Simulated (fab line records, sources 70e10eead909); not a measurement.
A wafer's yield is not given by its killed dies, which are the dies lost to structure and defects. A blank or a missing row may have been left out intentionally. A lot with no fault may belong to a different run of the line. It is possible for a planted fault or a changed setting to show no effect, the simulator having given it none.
Chamber matching    flow nand harc    NHARC_A_CONTACT_DESCUM_74 on rie diel-09: 4 sister chambers
The step chemistry O2, time 3 s. 8 wafers are shown with their chamber, then 7 later ones without.

WAFERS PAIRED WITH THEIR CHAMBERS
wafer   chamber  drypump motor current A (A)  oes product au (a.u.)
L076.4  2        5.4                          1.016
L078.2  3        5.3                          1.004
L081.2  2        5.3                          1.008
L081.5  1        6.8                          0.988
L086.2  1        6.7                          0.985
L086.5  0        5.8                          1.002
L091.3  0        5.7                          0.989
L091.5  3        5.3                          0.998

WAFERS MISSING THEIR CHAMBER
wafer   drypump motor current A (A)  oes product au (a.u.)
L091.6  5.7                          0.987
L090.1  5.3                          1.003
L090.2  5.3                          0.991
L090.3  6.7                          0.991
L092.1  5.8                          0.990
L092.3  5.3                          1.003
L092.4  6.8                          0.998

WHICH CHAMBER EACH ONE RAN IN
wafer   from the rows above      in truth
L091.6  0                        0
L090.1  can't be placed: 3 or 2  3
L090.2  can't be placed: 3 or 2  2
L090.3  1                        1
L092.1  0                        0
L092.3  can't be placed: 3 or 2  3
L092.4  1                        1
Correct placement for 4 of the 7. Unplaceable from these rows: 3, with the true chamber sitting among the candidates in 3. 0 placed wrongly.
How it was worked out, from the rows above alone: a wafer's distance from a chamber is the root of the sum, over the readings, of the square of ((its reading less the chamber's mean) divided by the reading's scatter). If the next closest chamber is less than 2 further off than the closest, the wafer can't be placed; otherwise it belongs to the closest. The mean given for a chamber averages the wafers shown for that chamber. The scatter: the root of (the sum of the squares of (reading less its chamber's mean) over the shown wafers, divided by (wafers less chambers)).
